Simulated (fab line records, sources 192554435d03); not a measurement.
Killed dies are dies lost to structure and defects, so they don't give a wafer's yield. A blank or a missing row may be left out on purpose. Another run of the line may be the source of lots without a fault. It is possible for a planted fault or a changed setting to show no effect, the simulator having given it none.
fab line records -- flow n5_finfet
record: lots: 10, wafers: 30, last_day: 19
route steps=1938 shown BEOL_M13@1693 BEOL_M14@1716 PASSIVATION@1936
lots untouched by any fault: they come from a run of this same line in which no faults occurred
start_h: hours from the record's first day to the start of the lot's first wafer shown -- wait_h: hours from the lot's prior step to this one -- " as in the row above -- L1.1+2: one row covering several wafers at once -- - either no value or no given start -- * or withheld: withheld -- < > ~ a bound
route shown NAME@n: names a module that has steps shown in the file, with the first one's number in the route -- usual: mean/standard deviation of fault-free wafers -- same: alike in all rows -- chamber/n: place in a boat -- sites: readings site by site -- _std_site: standard deviation of those values -- _edge_site: the outer-site mean with the inner-site mean subtracted -- radius_mm: for every site, how far away it sits from the centre of the wafer -- mask NAME#n: copy n -- behind: the most recent tool/chamber to have shaped the wafer -- hold: why the lot was held/for how many hours/how that ended -- device: which transistor (n, p or np) failed to switch -- end of line: tests of these same wafers at the route's end -- step lacking rows: just its recipe -- killed: not the wafer's yield, but the dies lost to structure and defects at the first sort -- map: per-die view of a wafer (x killed, . not killed, _ where there is no die)
set.NAME: the run value of the setting; set.NAME@STEP: its run value at that earlier step -- model.NAME: the simulator's own value behind a step, which no gauge read
steps of the route over a sample of lots; a table a step, a row a wafer
services: a tool's chamber out of use, with start hour (start_h, from the record's first day; less than 0 if before it), hours out, and reason
== steps ==
step: N5_BEOL_M13_ETCH_67
recipe: chemistry: CF4, target: SiARC, target_depth_a: 1430, time_s: 238.3, ion_energy_ev: 80, pressure_mtorr: 40, source_w: 545, bias_w: 36, Ar_flow_sccm: 100, cf4_flow_sccm: 100, ends: cleared
usual: drypump_motor_current_A: 5.7/0.33, etch_rf_on_time_s: 236/5.7, mfc_ar_sccm: 99.98/0.3, oes_product_au: 0.66/0.081, rf_vpp_V: 184.1/1.1, showerhead_plenum_p_Torr: 2.15/0.064, throttle_valve_pct: 15.82/0.22
lot.wafer,tool,chamber,start_h,wait_h,drypump_motor_current_A,etch_rf_on_time_s,mfc_ar_sccm,oes_product_au,rf_hours_counter_h,rf_vpp_V,showerhead_plenum_p_Torr,throttle_valve_pct
L833.1,rie_diel-03,2,283.97,0.0,5.3,237,99.91,0.63,172,184.9,2.13,15.93
L833.4,rie_diel-03,3,283.97,0.0,5.5,242,100.56,0.61,223,183.4,2.12,16.04
L833.5,rie_diel-03,2,283.97,0.0,5.3,237,99.94,0.63,-,182.9,2.13,15.94
L836.2,rie_diel-02,3,301.56,0.0,5.0,233,99.95,0.76,50,185.1,2.28,15.74
L836.4,rie_diel-02,0,301.56,0.0,5.8,241,100.06,0.69,83,183.7,2.09,15.36
L836.6,rie_diel-02,2,301.56,0.0,5.6,233,100.16,0.59,-,183.2,2.12,16.05
L839.4,rie_diel-01,2,304.90,0.1,5.5,236,100.14,0.61,-,185.0,2.20,16.08
L839.5,rie_diel-01,1,304.90,0.1,6.1,241,100.25,0.61,-,184.5,2.11,15.92
L839.6,rie_diel-01,0,304.90,0.1,5.7,241,100.30,0.58,-,183.4,2.13,15.95
L838.2,rie_diel-03,1,310.93,0.0,6.0,226,99.83,0.77,33,184.5,2.25,15.61
L838.3,rie_diel-03,0,310.93,0.0,5.4,234,99.92,0.61,211,184.8,2.12,15.74
L838.5,rie_diel-03,0,310.93,0.0,5.4,234,100.29,0.62,-,183.9,2.12,15.75
L837.1,rie_diel-01,1,319.80,0.0,6.1,241,99.70,0.60,226,184.0,2.11,15.94
L837.2,rie_diel-01,0,319.80,0.0,5.7,241,100.25,0.58,232,185.3,2.12,15.96
L837.6,rie_diel-01,0,319.80,0.0,5.7,242,100.60,0.58,-,182.6,2.12,15.96
L840.2,rie_diel-03,1,321.58,0.0,6.0,226,100.21,0.76,37,187.2,2.25,15.61
L840.3,rie_diel-03,0,321.58,0.0,5.4,233,99.21,0.62,214,182.6,2.12,15.78
L840.5,rie_diel-03,3,321.58,0.0,5.5,238,100.63,0.61,-,184.2,2.12,16.07
L847.2,rie_diel-01,2,384.80,0.0,5.5,232,99.60,0.59,238,185.0,2.19,16.15
L847.3,rie_diel-01,3,384.80,0.0,6.4,230,99.85,0.61,223,183.3,2.03,15.79
L847.4,rie_diel-01,3,384.80,0.0,6.4,232,99.96,0.60,-,182.4,2.03,15.81
L853.3,rie_diel-01,3,417.85,0.0,6.4,236,100.23,0.59,236,183.0,2.03,15.82
L853.5,rie_diel-01,3,417.85,0.0,6.4,235,100.03,0.59,-,183.1,2.03,15.81
L853.6,rie_diel-01,0,417.85,0.0,5.8,230,99.80,0.84,-,184.8,2.12,15.49
L852.1,rie_diel-02,0,418.73,0.0,5.8,241,100.05,0.66,123,182.4,2.08,15.44
L852.4,rie_diel-02,3,418.73,0.0,5.0,235,100.48,0.72,-,185.7,2.26,15.82
L852.5,rie_diel-02,0,418.73,0.0,5.8,242,100.07,0.66,-,182.3,2.08,15.43
L854.1,rie_diel-02,2,421.11,0.0,5.7,222,100.50,0.82,10,183.9,2.11,15.60
L854.5,rie_diel-02,0,421.11,0.0,5.8,239,99.92,0.67,-,184.5,2.08,15.42
L854.6,rie_diel-02,2,421.11,0.0,5.6,222,100.58,0.82,-,183.7,2.11,15.61
step: N5_BEOL_M13_INSPECT_55
recipe: inspect_instrument: darkfield, mode: post_dep
usual: raw_defect_count: 67/22
lot.wafer,tool,chamber,start_h,wait_h,raw_defect_count
L833.1,defect_inspect-02,-,289.53,0.0,77
L833.4,defect_inspect-02,-,289.53,0.0,52
L833.5,defect_inspect-02,-,289.53,0.0,71
L836.2,defect_inspect-02,-,304.28,0.0,84
L836.4,defect_inspect-02,-,304.28,0.0,47
L836.6,defect_inspect-02,-,304.28,0.0,110
L839.4,defect_inspect-01,-,308.36,0.0,76
L839.5,defect_inspect-01,-,308.36,0.0,78
L839.6,defect_inspect-01,-,308.36,0.0,57
L838.2,defect_inspect-01,-,313.08,0.0,67
L838.3,defect_inspect-01,-,313.08,0.0,51
L838.5,defect_inspect-01,-,313.08,0.0,68
L837.1,defect_inspect-01,-,324.46,0.0,37
L837.2,defect_inspect-01,-,324.46,0.0,40
L837.6,defect_inspect-01,-,324.46,0.0,63
L840.2,defect_inspect-02,-,324.78,0.0,102
L840.3,defect_inspect-02,-,324.78,0.0,54
L840.5,defect_inspect-02,-,324.78,0.0,49
L847.2,defect_inspect-01,-,388.10,0.0,55
L847.3,defect_inspect-01,-,388.10,0.0,106
L847.4,defect_inspect-01,-,388.10,0.0,50
L852.1,defect_inspect-01,-,424.97,0.0,41
L852.4,defect_inspect-01,-,424.97,0.0,71
L852.5,defect_inspect-01,-,424.97,0.0,68
L854.1,defect_inspect-02,-,425.16,0.0,59
L854.5,defect_inspect-02,-,425.16,0.0,69
L854.6,defect_inspect-02,-,425.16,0.0,42
L853.3,defect_inspect-02,-,425.44,0.0,71
L853.5,defect_inspect-02,-,425.44,0.0,68
L853.6,defect_inspect-02,-,425.44,0.0,90
step: N5_BEOL_M14_ILD_DEP_00
recipe: material: SiO2, target_thk_a: 11193, temp_c: 400, precursor: TEOS/O2, pressure_torr: 6.5, rf_w: 900, teos_flow_sccm: 161.4, gas: O2, flow_sccm: 2650, time_s: 237.4
usual: heater_power_w: 494/71, run_length_s: 280.5/0.69, showerhead_plenum_p_Torr: 8.36/0.03, throttle_valve_pct: 18.6/1.1
lot.wafer,tool,chamber,start_h,wait_h,heater_power_w,run_length_s,showerhead_plenum_p_Torr,throttle_valve_pct
L833.1,pecvd-01,2,289.57,0.0,402,280.3,8.37,17.0
L833.4,pecvd-01,1,289.57,0.0,416,279.6,8.32,19.0
L833.5,pecvd-01,0,289.57,0.0,445,279.8,8.34,17.7
L836.2,pecvd-04,0,304.32,0.0,464,281.1,8.27,18.8
L836.4,pecvd-04,2,304.32,0.0,411,280.4,8.37,18.8
L836.6,pecvd-04,0,304.32,0.0,376,281.6,8.31,18.6
L839.4,pecvd-03,1,308.48,0.1,496,281.0,8.39,18.3
L839.5,pecvd-03,0,308.48,0.1,655,279.5,8.37,20.3
L839.6,pecvd-03,2,308.48,0.1,537,281.1,8.35,16.8
L838.2,pecvd-04,2,313.11,0.0,549,280.4,8.35,19.0
L838.3,pecvd-04,1,313.11,0.0,460,281.0,8.37,19.1
L838.5,pecvd-04,0,313.11,0.0,373,280.9,8.29,18.8
L837.1,pecvd-04,0,324.50,0.0,470,281.0,8.28,18.9
L837.2,pecvd-04,2,324.50,0.0,525,280.8,8.37,19.0
L837.6,pecvd-04,1,324.50,0.0,444,280.6,8.41,19.3
L840.2,pecvd-01,0,324.82,0.0,505,279.4,8.34,17.8
L840.3,pecvd-01,2,324.82,0.0,460,280.6,8.39,17.4
L840.5,pecvd-01,0,324.82,0.0,582,280.0,8.35,17.6
L847.2,pecvd-01,2,388.14,0.0,416,267.8,8.40,17.0
L847.3,pecvd-01,1,388.14,0.0,507,280.1,8.34,18.9
L847.4,pecvd-01,2,388.14,0.0,453,280.1,8.38,17.1
L852.1,pecvd-01,0,425.01,0.0,599,279.8,8.34,17.7
L852.4,pecvd-01,0,425.01,0.0,452,279.6,8.34,17.5
L852.5,pecvd-01,1,425.01,0.0,515,267.1,8.35,19.0
L854.1,pecvd-04,2,425.19,0.0,468,280.5,8.37,19.3
L854.5,pecvd-04,2,425.19,0.0,499,281.0,8.37,19.3
L854.6,pecvd-04,1,425.19,0.0,581,280.9,8.40,19.4
L853.3,pecvd-03,2,425.48,0.0,504,281.6,8.35,17.0
L853.5,pecvd-03,0,425.48,0.0,531,279.2,8.37,21.0
L853.6,pecvd-03,1,425.48,0.0,519,281.1,8.38,18.4
step: N5_BEOL_M14_THK_MEAS_01
recipe: reads: SiO2_of_BEOL_M14_ILD_DEP_00
usual: M14_ILD_THK: 1114/15
lot.wafer,tool,chamber,start_h,wait_h,M14_ILD_THK[nm]
L833.1,film_metro-01,-,289.76,0.1,1101
L833.4,film_metro-01,-,289.76,0.1,1117
L833.5,film_metro-01,-,289.76,0.1,1112
L836.2,film_metro-01,-,304.51,0.1,1105
L836.4,film_metro-01,-,304.51,0.1,1134
L836.6,film_metro-01,-,304.51,0.1,1131
L839.4,film_metro-01,-,308.59,0.0,1130
L839.5,film_metro-01,-,308.59,0.0,1113
L839.6,film_metro-01,-,308.59,0.0,1123
L838.2,film_metro-01,-,313.30,0.1,1114
L838.3,film_metro-01,-,313.30,0.1,1111
L838.5,film_metro-01,-,313.30,0.1,1123
L837.1,film_metro-01,-,324.69,0.1,1103
L837.2,film_metro-01,-,324.69,0.1,1119
L837.6,film_metro-01,-,324.69,0.1,1139
L840.2,film_metro-02,-,325.01,0.1,1096
L840.3,film_metro-02,-,325.01,0.1,1107
L840.5,film_metro-02,-,325.01,0.1,1115
L847.2,film_metro-02,-,388.33,0.1,1026
L847.3,film_metro-02,-,388.33,0.1,1115
L847.4,film_metro-02,-,388.33,0.1,1121
L852.1,film_metro-02,-,425.20,0.1,1119
L852.4,film_metro-02,-,425.20,0.1,1129
L852.5,film_metro-02,-,425.20,0.1,1062
L854.1,film_metro-01,-,425.38,0.1,1105
L854.5,film_metro-01,-,425.38,0.1,1120
L854.6,film_metro-01,-,425.38,0.1,1119
L853.3,film_metro-02,-,425.67,0.1,1105
L853.5,film_metro-02,-,425.67,0.1,1107
L853.6,film_metro-02,-,425.67,0.1,1120
step: N5_BEOL_M14_CD_MEAS_10
recipe: target_cd_nm: 250, landing_energy_ev: 500, detector: se_inlens, polarity: opening
usual: cd_nm: 249.9/1.5
lot.wafer,tool,chamber,start_h,wait_h,cd_nm
L833.1,cd_sem-01,0,290.06,-,251.3
L833.4,cd_sem-01,0,290.06,-,251.8
L833.5,cd_sem-01,0,290.06,-,248.4
L836.2,cd_sem-03,0,304.94,-,247.5
L836.4,cd_sem-03,0,304.94,-,247.7
L836.6,cd_sem-03,0,304.94,-,250.4
L839.4,cd_sem-02,0,309.02,-,246.8
L839.5,cd_sem-02,0,309.02,-,250.5
L839.6,cd_sem-02,0,309.02,-,247.3
L838.2,cd_sem-01,0,313.74,-,250.4
L838.3,cd_sem-01,0,313.74,-,251.3
L838.5,cd_sem-01,0,313.74,-,252.2
L837.1,cd_sem-01,0,325.12,-,249.0
L837.2,cd_sem-01,0,325.12,-,250.6
L837.6,cd_sem-01,0,325.12,-,251.0
L840.2,cd_sem-03,0,325.44,-,250.4
L840.3,cd_sem-03,0,325.44,-,249.0
L840.5,cd_sem-03,0,325.44,-,247.7
L847.2,cd_sem-02,0,388.76,-,250.4
L847.3,cd_sem-02,0,388.76,-,247.1
L847.4,cd_sem-02,0,388.76,-,249.6
L852.1,cd_sem-02,0,425.63,-,250.5
L852.4,cd_sem-02,0,425.63,-,249.8
L852.5,cd_sem-02,0,425.63,-,251.7
L854.1,cd_sem-01,0,425.98,-,250.0
L854.5,cd_sem-01,0,425.98,-,249.8
L854.6,cd_sem-01,0,425.98,-,247.5
L853.3,cd_sem-02,0,426.02,-,248.9
L853.5,cd_sem-02,0,426.02,-,249.3
L853.6,cd_sem-02,0,426.02,-,253.5
step: N5_PASSIVATION_PROBE_49
usual: defect_limited_yield: 91.1/1.4, killed_at_M0_to_M3: 36/11, killed_at_M4_up: 14/5.2, killed_at_contacts: 12/6.1, killed_at_front_end: 40/12, killed_at_other: 3.2/2.5, killed_dies: 105/16, killed_open: 68/12, killed_short: 35/8.7, sort_bin_5_function: 5.2/0.89, sort_bin_6_memory: 3.3/0.66, sort_n_pass: 1074/16, sort_yield_pct: 91.1/1.4
same: gross_dies: 1180, killed_at_back_side: 0, sort_bin_4_leakage[%]: 0, sort_bin_8_speed[%]: 0
lot.wafer,tool,chamber,start_h,wait_h,defect_limited_yield[%],killed_at_M0_to_M3,killed_at_M4_up,killed_at_contacts,killed_at_front_end,killed_at_other,killed_dies,killed_open,killed_short,sort_bin_5_function[%],sort_bin_6_memory[%],sort_n_pass,sort_yield_pct[%]
L839.4,prober-02,-,338.34,0.2,90.9,30,6,38,27,6,107,68,38,4.8,3.8,1073,90.9
L839.5,prober-02,-,338.39,0.2,92.6,28,12,12,33,2,87,57,26,4.2,3.1,1093,92.6
L839.6,prober-02,-,338.44,0.3,90.9,44,18,9,28,8,107,47,59,5.3,3.3,1073,90.9
L838.2,prober-02,-,349.21,0.1,90.3,54,5,12,42,1,114,73,35,5.3,3.8,1066,90.3
L838.3,prober-02,-,349.26,0.1,89.7,41,22,8,49,1,121,84,36,5.1,4.5,1059,89.7
L838.5,prober-02,-,349.36,0.2,90.3,47,14,9,41,3,114,81,29,5.1,4.3,1066,90.3
L837.1,prober-02,-,352.72,0.0,89.8,41,13,21,43,2,120,77,40,6.3,3.4,1060,89.8
L837.2,prober-02,-,352.77,0.1,90.6,36,14,19,39,3,111,79,30,5.5,3.6,1069,90.6
L837.6,prober-02,-,352.97,0.3,92.3,33,14,4,36,4,91,54,33,3.6,3.5,1089,92.3
L840.2,prober-01,-,355.28,0.1,93.7,9,18,5,40,2,74,39,28,3.5,1.9,1106,93.7
L840.3,prober-01,-,355.33,0.1,93.2,28,11,11,28,2,80,53,24,4.6,1.9,1100,93.2
L840.5,prober-01,-,355.43,0.2,92.5,21,4,16,43,5,89,53,30,5.0,2.2,1091,92.5
L847.2,prober-01,-,412.03,0.1,93.8,22,10,6,35,0,73,49,24,3.0,3.0,1107,93.8
L847.3,prober-01,-,412.08,0.1,94.1,18,12,4,32,4,70,52,18,2.8,2.8,1110,94.1
L847.4,prober-01,-,412.13,0.2,92.0,36,13,10,32,3,94,60,34,5.3,2.6,1086,92.0
L853.3,prober-02,-,458.45,0.1,91.7,42,15,9,25,7,98,64,26,4.7,2.6,1082,91.7
L853.5,prober-02,-,458.55,0.2,90.8,49,18,13,27,1,108,71,34,5.5,3.3,1072,90.8
L853.6,prober-02,-,458.60,0.3,90.6,52,16,6,36,1,111,72,34,5.2,4.0,1069,90.6
killed by level:class
L839.4 MOL_CONTACT_COAG:geometric_particle:open=30 MOL_CONTACT_COAG:geometric_particle:short=8 BEOL_M0_SAQP:geometric_particle:short=7 FIN_SAQP:geometric_particle:open=6 BEOL_M0_SAQP:geometric_particle:open=6 FIN_SAQP:geometric_particle:short=5 BEOL_M3:geometric_particle:open=5 STI_FIN_REVEAL:geometric_particle:open=4
L839.5 MOL_CONTACT_COAG:geometric_particle:open=11 BEOL_M0_SAQP:geometric_particle:open=8 FIN_SAQP:geometric_particle:open=6 FIN_SAQP:geometric_particle:short=6 BEOL_M0_SAQP:geometric_particle:short=6 GATE_CUT:geometric_particle:open=5 BEOL_M3:geometric_particle:open=5 STARTING-WAFER:geometric_particle:open=4
L839.6 BEOL_M0_SAQP:geometric_particle:short=26 FIN_SAQP:geometric_particle:short=12 BEOL_M0_SAQP:geometric_particle:open=11 MOL_CONTACT_COAG:geometric_particle:open=7 FIN_SAQP:geometric_particle:open=4 BEOL_M4:geometric_particle:open=4 GATE_CUT:geometric_particle:short=3 BEOL_M5:geometric_particle:open=3
L838.2 BEOL_M0_SAQP:geometric_particle:open=23 BEOL_M0_SAQP:geometric_particle:short=19 STI_FIN_REVEAL:geometric_particle:open=12 MOL_CONTACT_COAG:geometric_particle:open=9 FIN_SAQP:geometric_particle:open=6 FIN_SAQP:geometric_particle:short=5 BEOL_M3:geometric_particle:open=4 DUMMY_GATE:geometric_particle:open=3
L838.3 STI_FIN_REVEAL:geometric_particle:open=17 BEOL_M2:geometric_particle:open=16 BEOL_M4:geometric_particle:open=13 BEOL_M0_SAQP:geometric_particle:open=8 MOL_CONTACT_COAG:geometric_particle:open=7 DUMMY_GATE:geometric_particle:open=6 ILD0:geometric_particle:open=6 STI_FIN_REVEAL:geometric_particle:short=5
L838.5 STI_FIN_REVEAL:geometric_particle:open=14 BEOL_M0_SAQP:geometric_particle:open=10 MOL_CONTACT_COAG:geometric_particle:open=9 BEOL_M0_SAQP:geometric_particle:short=9 FIN_SAQP:geometric_particle:open=8 BEOL_M2:geometric_particle:open=8 BEOL_M0:geometric_particle:open=7 BEOL_M3:geometric_particle:open=7
L837.1 STI_FIN_REVEAL:geometric_particle:open=16 MOL_CONTACT_COAG:geometric_particle:open=15 BEOL_M0_SAQP:geometric_particle:short=10 BEOL_M2:geometric_particle:open=8 FIN_SAQP:geometric_particle:short=7 DUMMY_GATE:geometric_particle:open=7 BEOL_M0_SAQP:geometric_particle:open=7 BEOL_M3:geometric_particle:open=7
L837.2 STI_FIN_REVEAL:geometric_particle:open=14 MOL_CONTACT_COAG:geometric_particle:open=13 BEOL_M0_SAQP:geometric_particle:open=10 FIN_SAQP:geometric_particle:short=8 BEOL_M4:geometric_particle:open=6 BEOL_M1:geometric_particle:open=6 BEOL_M3:geometric_particle:open=6 MOL_CONTACT_COAG:geometric_particle:short=5
L837.6 STI_FIN_REVEAL:geometric_particle:open=10 BEOL_M3:geometric_particle:short=9 BEOL_M4:geometric_particle:open=7 FIN_SAQP:geometric_particle:open=6 BEOL_M0_SAQP:geometric_particle:short=6 BEOL_M3:geometric_particle:open=6 DUMMY_GATE:geometric_particle:open=5 MOL_CONTACT_COAG:geometric_particle:open=4
L840.2 FIN_SAQP:geometric_particle:short=8 FIN_SAQP:geometric_particle:open=8 BEOL_M4:geometric_particle:short=8 STI_FIN_REVEAL:geometric_particle:open=4 DUMMY_GATE:geometric_particle:open=4 DUMMY_GATE:geometric_particle:short=4 MOL_CONTACT_COAG:geometric_particle:open=4 BEOL_M4:geometric_particle:open=4
L840.3 MOL_CONTACT_COAG:geometric_particle:open=11 FIN_SAQP:geometric_particle:open=8 BEOL_M0_SAQP:geometric_particle:short=7 BEOL_M2:geometric_particle:open=6 FIN_SAQP:geometric_particle:short=5 BEOL_M1:geometric_particle:open=5 BEOL_M0_SAQP:geometric_particle:open=3 BEOL_M3:geometric_particle:open=3
L840.5 MOL_CONTACT_COAG:geometric_particle:open=15 FIN_SAQP:geometric_particle:short=9 STI_FIN_REVEAL:geometric_particle:open=6 DUMMY_GATE:geometric_particle:open=4 BEOL_M0:geometric_particle:open=4 BEOL_M3:geometric_particle:open=4 HKMG_FIN:area_etch=4 STI_FIN_REVEAL:geometric_particle:short=3
L847.2 FIN_SAQP:geometric_particle:short=13 FIN_SAQP:geometric_particle:open=7 BEOL_M0_SAQP:geometric_particle:open=7 STI_FIN_REVEAL:geometric_particle:open=6 MOL_CONTACT_COAG:geometric_particle:open=6 BEOL_M3:geometric_particle:open=6 STARTING-WAFER:geometric_particle:short=4 BEOL_M2:geometric_particle:open=3
L847.3 STI_FIN_REVEAL:geometric_particle:open=8 FIN_SAQP:geometric_particle:open=7 BEOL_M7:geometric_particle:open=5 DUMMY_GATE:geometric_particle:open=4 BEOL_M2:geometric_particle:open=4 BEOL_M3:geometric_particle:open=4 FIN_SAQP:geometric_particle:short=3 MOL_CONTACT_COAG:geometric_particle:open=3
L847.4 FIN_SAQP:geometric_particle:open=12 BEOL_M1:geometric_particle:open=8 MOL_CONTACT_COAG:geometric_particle:open=7 FIN_SAQP:geometric_particle:short=6 BEOL_M2:geometric_particle:open=6 BEOL_M3:geometric_particle:open=6 BEOL_M0_SAQP:geometric_particle:open=5 BEOL_M0_SAQP:geometric_particle:short=5
L853.3 BEOL_M2:geometric_particle:open=16 BEOL_M0:geometric_particle:short=8 MOL_CONTACT_COAG:geometric_particle:open=7 BEOL_M0_SAQP:geometric_particle:open=7 BEOL_M1:geometric_particle:open=7 STI_FIN_REVEAL:geometric_particle:open=6 MIM_TOP_ETCH:geometric_particle:open=6 HKMG_FIN:area_etch=5
L853.5 BEOL_M2:geometric_particle:open=15 MOL_CONTACT_COAG:geometric_particle:open=10 BEOL_M0_SAQP:geometric_particle:short=10 STI_FIN_REVEAL:geometric_particle:open=9 FIN_SAQP:geometric_particle:short=7 BEOL_M3:geometric_particle:open=6 BEOL_M0:geometric_particle:open=5 BEOL_M0:geometric_particle:short=5
L853.6 BEOL_M2:geometric_particle:open=28 BEOL_M0_SAQP:geometric_particle:open=9 FIN_SAQP:geometric_particle:short=8 MOL_CONTACT_COAG:geometric_particle:open=5 GATE_CUT:geometric_particle:short=5 BEOL_M2:geometric_particle:short=4 BEOL_M5:geometric_particle:open=4 STI_FIN_REVEAL:geometric_particle:open=3
== services ==
tool,chamber,start_h,hours,kind
rie_diel-03,0,260.05,1.3,repair
pecvd-04,-,289.15,1.3,repair
pecvd-04,-,292.24,0.7,repair
pecvd-01,1,308.21,9.5,repair
rie_diel-03,-,329.81,14.6,pm
rie_diel-01,-,333.19,2.8,pm
pecvd-04,0,364.62,5.5,scheduled_down
rie_diel-01,1,381.97,-,clean
rie_diel-01,1,381.97,-,consumable_replace:focus_ring
rie_diel-01,1,381.97,14.6,scheduled_down
rie_diel-01,1,381.97,14.6,vent_cycle
rie_diel-01,0,396.67,-,clean
rie_diel-01,0,396.67,-,consumable_replace:focus_ring
rie_diel-01,0,396.67,15.8,scheduled_down
rie_diel-01,0,396.67,15.8,vent_cycle
rie_diel-02,2,402.51,9.0,repair
pecvd-04,-,403.89,0.8,pm
pecvd-03,-,406.61,2.8,pm
pecvd-03,-,410.15,4.3,repair
rie_diel-02,0,411.74,1.9,repair
rie_diel-01,2,415.28,-,clean
rie_diel-01,2,415.28,-,consumable_replace:focus_ring
rie_diel-01,2,415.28,18.6,scheduled_down
rie_diel-01,2,415.28,18.6,vent_cycle
== key ==
first_sign: step: N5_BEOL_M14_ILD_DEP_00, reading: run_length_s, direction: down, sigmas: 19, usual: *, struck: *
effect: step: N5_BEOL_M14_THK_MEAS_01, reading: M14_ILD_THK, direction: down, sigmas: 4.7, usual: 1114, struck: 1044
met_at N5_BEOL_M14_ILD_DEP_00
struck_lots L847,L852
struck_wafers L847.2,L852.5
not_acting_at N5_BEOL_M13_ETCH_67,N5_BEOL_M13_INSPECT_55,N5_BEOL_M14_CD_MEAS_10
onset_between 324.82 388.14
fault: kind: process_parameter_drift, tool: pecvd-01, chamber: -, onset_h: 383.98, steps: N5_BEOL_M14_ILD_DEP_00, channel: time_s, offset: *, shape: step, end_h: 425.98, scope: struck_wafers_only, acts_in: *, stated: *
